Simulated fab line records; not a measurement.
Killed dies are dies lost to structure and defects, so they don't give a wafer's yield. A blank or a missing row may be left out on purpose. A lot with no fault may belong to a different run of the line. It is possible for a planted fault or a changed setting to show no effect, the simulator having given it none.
fab line records    flow nand_harc
[record] lots = 13  wafers = 39  last_day = 33
route steps=1302 shown A_CONTACT@1086 A_BLC@1118 END@1302
lots untouched by any fault: they come from a run of this same line in which no faults occurred
start_h: hours from the record's opening day to when the first of the lot's shown wafers began    wait_h: hours elapsed since this lot's preceding step    " repeats the value in the row above    L1.1+2: a single row standing in for several wafers    - either no value or no given start    * or withheld: withheld    < > ~ a bound
route shown NAME@n: a module of which the file shows steps, and the number in the route of the first    usual: mean/standard deviation of fault-free wafers    same: alike in all rows    chamber/n: place in a boat    sites: readings site by site    _std_site: the standard deviation of these    _edge_site: inner sites' mean taken away from outer sites' mean    radius_mm: for every site, how far away it sits from the centre of the wafer    mask NAME#n: copy n    behind: the tool/chamber that last shaped the wafer    hold: reason for holding the lot/hours on hold/outcome of the hold    device: whichever transistor did not switch (one of n, p or np)    end of line: tests run on the same wafers once the route is complete    a step given without rows: its recipe and nothing more    killed: the dies lost at the first sort to structure and to defects; this is not the yield of the wafer    map: the dies of a wafer, with x for killed, . for not killed, _ for no die there
set.NAME: the setting as run; set.NAME@STEP: as run at that earlier step    model.NAME: the simulator's own value behind a step, which no gauge read
the route's steps for a sample of lots (tables are steps, rows are wafers)
services: the hour from which a tool's chamber was out of use, counted from the record's first day as start_h (under 0 if before that day), plus the number of hours and why
[[steps]]
[step NHARC_A_CONTACT_ETCH_134]
[recipe] source_w = withheld  pressure_mtorr = 20  bias_v = withheld  time_s = 140  target_depth_a = 7000  ar_flow_sccm = withheld  c4f8_flow_sccm = withheld  o2_flow_sccm = withheld  chemistry = C4F8/O2/Ar
lot.wafer  tool             chamber  start_h  wait_h  rf_hours_counter_h
L750.3     har_cap_etch-02  1        500.67   -       -
L750.5     "                1        "        "       -
L750.6     "                0        "        "       -
L751.1     har_cap_etch-02  1        520.49   -       90
L751.2     "                0        "        "       90
L751.5     "                1        "        "       -
L752.1     har_cap_etch-03  0        522.28   -       47
L752.3     "                0        "        "       -
L752.6     "                0        "        "       -
L755.2     har_cap_etch-02  0        552.37   -       95
L755.3     "                0        "        "       -
L755.5     "                1        "        "       -
L754.2     har_cap_etch-01  0        554.11   -       8
L754.4     "                1        "        "       -
L754.5     "                0        "        "       -
L756.4     har_cap_etch-01  0        571.78   -       -
L756.5     "                0        "        "       -
L756.6     "                1        "        "       -
L757.1     har_cap_etch-03  1        593.65   -       59
L757.2     "                0        "        "       59
L757.3     "                0        "        "       -
L759.3     har_cap_etch-02  1        605.95   -       -
L759.6     "                0        "        "       -
L759.5     "                1        "        "       -
L764.1     har_cap_etch-03  1        640.82   -       70
L764.2     "                0        "        "       70
L764.4     "                1        "        "       -
L769.1     har_cap_etch-02  1        690.51   -       121
L769.4     "                0        "        "       -
L769.5     "                1        "        "       -
L770.1     har_cap_etch-01  0        696.96   -       34
L770.3     "                0        "        "       -
L770.5     "                1        "        "       -
L772.1     har_cap_etch-03  0        717.99   -       85
L772.4     "                1        "        "       -
L772.5     "                0        "        "       -
L773.2     har_cap_etch-03  1        734.33   -       87
L773.3     "                1        "        "       -
L773.6     "                0        "        "       -
[step NHARC_A_CONTACT_ETCH_136]
[recipe] source_w = withheld  pressure_mtorr = 20  bias_v = 1200  time_s = 311  target_depth_a = 19120  ar_flow_sccm = withheld  c4f8_flow_sccm = withheld  o2_flow_sccm = withheld  chemistry = C4F8/O2/Ar
lot.wafer  tool             chamber  start_h  wait_h  rf_hours_counter_h
L750.3     har_cap_etch-02  1        501.17   0.2     -
L750.5     "                1        "        "       -
L750.6     "                0        "        "       -
L751.1     har_cap_etch-02  1        520.96   0.2     90
L751.2     "                0        "        "       90
L751.5     "                1        "        "       -
L752.1     har_cap_etch-03  0        522.90   0.3     47
L752.3     "                0        "        "       -
L752.6     "                0        "        "       -
L755.2     har_cap_etch-02  0        552.83   0.2     95
L755.3     "                0        "        "       -
L755.5     "                1        "        "       -
L754.2     har_cap_etch-01  0        554.59   0.2     9
L754.4     "                1        "        "       -
L754.5     "                0        "        "       -
L756.4     har_cap_etch-01  0        572.27   0.2     -
L756.5     "                0        "        "       -
L756.6     "                1        "        "       -
L757.1     har_cap_etch-03  1        594.12   0.2     59
L757.2     "                0        "        "       59
L757.3     "                0        "        "       -
L759.3     har_cap_etch-02  1        606.47   0.2     -
L759.6     "                0        "        "       -
L759.5     "                1        "        "       -
L764.1     har_cap_etch-03  1        641.29   0.2     71
L764.2     "                0        "        "       71
L764.4     "                1        "        "       -
L769.1     har_cap_etch-02  1        691.00   0.2     121
L769.4     "                0        "        "       -
L769.5     "                1        "        "       -
L770.1     har_cap_etch-01  0        697.44   0.2     34
L770.3     "                0        "        "       -
L770.5     "                1        "        "       -
L772.1     har_cap_etch-03  0        718.47   0.2     86
L772.4     "                1        "        "       -
L772.5     "                0        "        "       -
L773.2     har_cap_etch-03  1        734.80   0.2     87
L773.3     "                1        "        "       -
L773.6     "                0        "        "       -
[step NHARC_A_CONTACT_ALD_18]
[recipe] target_thk_a = 30  pulse_time_s = 1  ald_cycles = 150  temp_c = 450  material = TiN
[usual] ald_cycles = 150/0  heater_power_w = 1069/84  precursor_pulse_height_rel = 1.001/0.018
lot.wafer  tool          chamber  start_h  wait_h  ald_cycles  heater_power_w  precursor_pulse_height_rel
L750.3     ald_metal-04  1        503.81   -       150         1089            0.947
L750.5     "             2        "        "       150         976             1.006
L750.6     "             3        "        "       150         1067            1.002
L751.2     ald_metal-02  2        523.52   -       150         995             0.995
L751.1     "             0        "        "       150         1190            1.003
L751.5     "             2        "        "       150         997             0.971
L752.1     ald_metal-02  3        525.78   -       150         978             0.973
L752.3     "             2        "        "       150         998             1.022
L752.6     "             3        "        "       150         988             0.990
L755.3     ald_metal-04  1        555.36   -       150         1082            0.996
L755.2     "             2        "        "       150         979             1.008
L755.5     "             2        "        "       150         960             1.004
L754.4     ald_metal-02  2        557.10   -       150         1000            1.005
L754.2     "             0        "        "       150         1201            1.020
L754.5     "             2        "        "       150         1001            1.008
L756.4     ald_metal-04  0        575.61   -       150         1038            1.008
L756.6     "             3        "        "       150         1077            1.008
L756.5     "             0        "        "       150         1028            1.049
L757.1     ald_metal-04  0        596.66   -       77          1051            1.010
L757.3     "             2        "        "       150         975             0.998
L757.2     "             3        "        "       150         1078            0.999
L759.3     ald_metal-04  0        608.88   -       77          1016            0.981
L759.5     "             3        "        "       150         1100            1.010
L759.6     "             0        "        "       77          1044            0.992
L764.1     ald_metal-03  1        643.83   -       150         1022            0.997
L764.4     "             2        "        "       150         1079            1.016
L764.2     "             0        "        "       150         1107            1.002
L769.4     ald_metal-04  1        693.54   -       150         1013            1.009
L769.1     "             2        "        "       150         1008            0.993
L769.5     "             1        "        "       150         1034            0.989
L770.1     ald_metal-04  3        700.05   -       150         1097            1.008
L770.3     "             1        "        "       150         1019            0.998
L770.5     "             2        "        "       150         987             1.024
L772.4     ald_metal-04  3        721.03   -       150         1056            0.995
L772.1     "             1        "        "       150         1021            0.977
L772.5     "             0        "        "       150         1010            0.986
L773.3     ald_metal-04  3        737.43   -       150         1047            0.999
L773.2     "             1        "        "       150         991             1.010
L773.6     "             3        "        "       150         1086            1.021
[step NHARC_A_BLC_OVL_MEAS_11]
[usual] overlay_x_nm = 0.0/1  overlay_y_nm = 0.0/0.66
lot.wafer  tool        chamber  start_h  wait_h  overlay_x_nm  overlay_y_nm
L750.3     overlay-01  -        505.72   -       -0.5          0.2
L750.5     "           -        "        "       -0.7          -0.1
L750.6     "           -        "        "       -0.5          -0.1
L751.1     overlay-02  -        525.59   -       -0.6          0.0
L751.2     "           -        "        "       -1.1          0.8
L751.5     "           -        "        "       -1.1          -0.3
L752.1     overlay-01  -        527.87   -       -1.4          1.0
L752.3     "           -        "        "       -1.7          1.5
L752.6     "           -        "        "       -1.9          1.6
L755.2     overlay-01  -        557.47   -       0.4           0.8
L755.3     "           -        "        "       0.5           0.3
L755.5     "           -        "        "       0.0           0.3
L754.2     overlay-01  -        559.52   -       -0.6          -1.9
L754.4     "           -        "        "       0.3           -0.2
L754.5     "           -        "        "       -0.1          -1.4
L756.4     overlay-01  -        577.55   -       -2.5          0.7
L756.5     "           -        "        "       -3.2          0.4
L756.6     "           -        "        "       -2.7          0.9
L757.2     overlay-01  -        598.73   -       1.6           -0.9
L757.3     "           -        "        "       1.7           -1.2
L759.5     overlay-01  -        610.96   -       0.8           -0.3
L764.1     overlay-01  -        645.80   -       -0.6          0.2
L764.2     "           -        "        "       -0.3          0.0
L764.4     "           -        "        "       -0.1          -0.4
L769.1     overlay-01  -        695.51   -       1.0           -0.1
L769.4     "           -        "        "       1.4           0.6
L769.5     "           -        "        "       0.9           -0.4
L770.1     overlay-01  -        701.99   -       0.0           -0.4
L770.3     "           -        "        "       -0.6          -0.3
L770.5     "           -        "        "       0.1           -0.4
L772.1     overlay-01  -        723.11   -       0.2           0.7
L772.4     "           -        "        "       -0.3          0.6
L772.5     "           -        "        "       0.8           0.1
L773.2     overlay-01  -        739.39   -       -0.9          0.6
L773.3     "           -        "        "       -0.7          0.7
L773.6     "           -        "        "       -1.3          1.1
[step NHARC_END_SORT_01]
[recipe] temp_c = 25
[usual] killed_at_array = 52/18  killed_at_other = 1.0/1.4  killed_at_periphery = 3.1/2.3  killed_dies = 56/17  killed_open = 3.0/1.7  killed_short = 2.5/1.7
[same] gross_dies = 677
lot.wafer  tool       chamber  start_h  wait_h  killed_at_array  killed_at_other  killed_at_periphery  killed_dies  killed_open  killed_short
L757.1     prober-02  0        644.61   2.5     670              3                4                    677          3            1
L757.2     prober-02  0        645.41   2.8     24               0                7                    31           2            0
L757.3     prober-02  0        646.20   3.1     33               0                4                    37           4            2
L759.3     prober-02  0        659.46   3.1     676              0                1                    677          2            2
L759.5     prober-02  0        661.06   3.7     60               0                2                    62           1            3
L759.6     prober-02  0        661.86   4.0     674              0                3                    677          1            1
// killed by level:class
L757.1 A_CONTACT:area_ald=636 A_CHANNEL_HOLE_D2:chamber_film_flake=17 A_CHANNEL_HOLE_D1:chamber_film_flake=5 A_WL_FILL:chamber_film_flake=3 P_GATE:chamber_film_flake=2 A_DECK1_JOINT:chamber_film_flake=2 A_CONTACT:chamber_film_flake=2 A_CHANNEL_HOLE_D1:geometric_particle:short=1
L757.2 A_CHANNEL_HOLE_D2:chamber_film_flake=14 P_GATE:chamber_film_flake=5 A_CHANNEL_HOLE_D1:chamber_film_flake=2 A_CONTACT:chamber_film_flake=2 P_CONTACT:geometric_particle:open=1 A_M0:geometric_particle:open=1 P_ZERO_WELL:chamber_film_flake=1 A_CHANNEL_FILL_D2:chamber_film_flake=1
L757.3 A_CHANNEL_HOLE_D2:chamber_film_flake=11 A_CHANNEL_HOLE_D1:chamber_film_flake=6 A_CONTACT:chamber_film_flake=6 A_DECK1_JOINT:chamber_film_flake=3 A_BLC:geometric_particle:open=2 P_GATE:chamber_film_flake=2 P_GATE:geometric_particle:open=1 A_ONON_D1:geometric_particle:short=1
L759.3 A_CONTACT:area_ald=606 A_CHANNEL_HOLE_D1:chamber_film_flake=38 A_CHANNEL_HOLE_D2:chamber_film_flake=15 A_CONTACT:chamber_film_flake=8 A_BLC:chamber_film_flake=4 A_DECK1_JOINT:geometric_particle:short=2 P_GATE:geometric_particle:open=1 A_DECK1_JOINT:geometric_particle:open=1
L759.5 A_CHANNEL_HOLE_D1:chamber_film_flake=21 A_CHANNEL_HOLE_D2:chamber_film_flake=14 A_CONTACT:chamber_film_flake=13 A_CHANNEL_FILL_D1:chamber_film_flake=2 A_DECK1_JOINT:chamber_film_flake=2 A_SLIT:chamber_film_flake=2 A_CHANNEL_HOLE_D1:geometric_particle:open=1 A_CHANNEL_FILL_D1:geometric_particle:short=1
L759.6 A_CONTACT:area_ald=627 A_CHANNEL_HOLE_D1:chamber_film_flake=25 A_CHANNEL_HOLE_D2:chamber_film_flake=12 A_CONTACT:chamber_film_flake=5 A_BLC:chamber_film_flake=2 P_M0:geometric_particle:open=1 A_CHANNEL_HOLE_D2:geometric_particle:short=1 P_STI:chamber_film_flake=1
[[services]]
tool             chamber  start_h  hours  kind
ald_metal-04     0        484.57   -      clean
ald_metal-04     1        484.57   -      clean
ald_metal-04     2        484.57   -      clean
ald_metal-04     3        484.57   -      clean
har_cap_etch-01  -        497.00   17.0   pm
har_cap_etch-01  0        497.00   17.0   vent_cycle
ald_metal-03     -        568.00   10.0   pm
ald_metal-02     -        610.00   10.0   pm
ald_metal-04     -        618.74   1.7    repair
ald_metal-03     -        649.57   6.2    repair
ald_metal-04     -        652.57   10.0   pm
ald_metal-04     0        652.57   10.0   vent_cycle
ald_metal-04     1        652.57   10.0   vent_cycle
ald_metal-04     2        652.57   10.0   vent_cycle
ald_metal-04     3        652.57   10.0   vent_cycle
ald_metal-04     0        662.57   -      clean
ald_metal-04     1        662.57   -      clean
ald_metal-04     2        662.57   -      clean
ald_metal-04     3        662.57   -      clean
ald_metal-03     1        683.43   26.2   repair
ald_metal-03     2        689.10   3.7    repair
ald_metal-04     2        700.39   4.6    repair
har_cap_etch-02  -        709.41   0.2    repair
ald_metal-04     -        729.55   0.4    repair
[[key]]
[first_sign] step = NHARC_A_CONTACT_ALD_18  reading = ald_cycles  direction = down  sigmas = 99+  usual = 150  struck = 77
[effect] step = NHARC_END_SORT_01  reading = killed_dies  direction = up  sigmas = 36  usual = 56  struck = 677
[more_kills_born_at] NHARC_A_CONTACT_ALD_18@ald_metal-04 = 1869
met_at NHARC_A_CONTACT_ALD_18
struck_lots L757,L759
struck_wafers L757.1,L759.3,L759.6
later_rows_left_out L757.1,L759.3,L759.6
tester_left_out L757,L759
not_acting_at NHARC_A_CONTACT_ETCH_134,NHARC_A_CONTACT_ETCH_136,NHARC_A_BLC_OVL_MEAS_11
onset_between 575.61 596.66
[fault] kind = process_parameter_drift  tool = ald_metal-04  chamber = 0  onset_h = 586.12  steps = NHARC_A_CONTACT_ALD_18  channel = ald_cycles  offset = -73  shape = step  end_h = 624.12  acts_in = these_recipes_only  stated = 150
// tester_left_out: of these lots the tester's yield and bins aren't shown, on N5 and GAA mostly nor the transistor test; their killed dies are dies lost to structure and defects alone, not to doping, threshold or leakage, so they don't give the yield
// later_rows_left_out: the simulator's readings of these wafers behind a module that went badly wrong aren't trusted and aren't shown, but for the sort
